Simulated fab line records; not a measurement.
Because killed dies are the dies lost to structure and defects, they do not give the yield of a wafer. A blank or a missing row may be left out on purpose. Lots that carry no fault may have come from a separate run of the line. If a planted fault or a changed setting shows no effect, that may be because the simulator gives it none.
Chamber matching -- flow n5 finfet -- N5_BEOL_M6_STRIP_19 on rie diel-03 has 4 sister chambers
The step strips in O2. 4 wafers are shown with their chamber, then 10 later ones without.

WAFERS PAIRED WITH THEIR CHAMBERS
wafer,chamber,showerhead plenum p Torr (Torr)
L090.2,2,2.01
L090.5,1,2.14
L091.1,3,2.15
L091.2,0,2.24

WAFERS WITH NO CHAMBER GIVEN
wafer,showerhead plenum p Torr (Torr)
L091.6,2.15
L094.1,2.13
L094.2,2.00
L094.5,2.00
L095.2,2.00
L095.5,2.13
L095.6,2.00
L096.2,2.00
L096.4,2.24
L096.5,2.15

EACH ONE'S CHAMBER
wafer,from the rows above,in truth
L091.6,can't be placed: 3 or 1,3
L094.1,can't be placed: 1 or 3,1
L094.2,2,2
L094.5,2,2
L095.2,2,2
L095.5,can't be placed: 1 or 3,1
L095.6,2,2
L096.2,2,2
L096.4,0,0
L096.5,can't be placed: 3 or 1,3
Correct placement for 6 of the 10. Cannot be placed on the basis of these rows: 4; the candidates contain the true chamber in 4. Wrongly placed: 0.
How it was worked out, from the rows above alone: a wafer's distance from a chamber is the root of the sum, over the readings, of the square of ((its reading less the chamber's mean) divided by the reading's scatter). The wafer belongs to the nearest chamber; if the next one is less than 2 further off, it can't be placed. For every chamber, the mean is computed from those of its wafers that are shown. The scatter: root of mean squared gap, hidden wafer to nearest shown wafer, with one shown wafer a chamber.
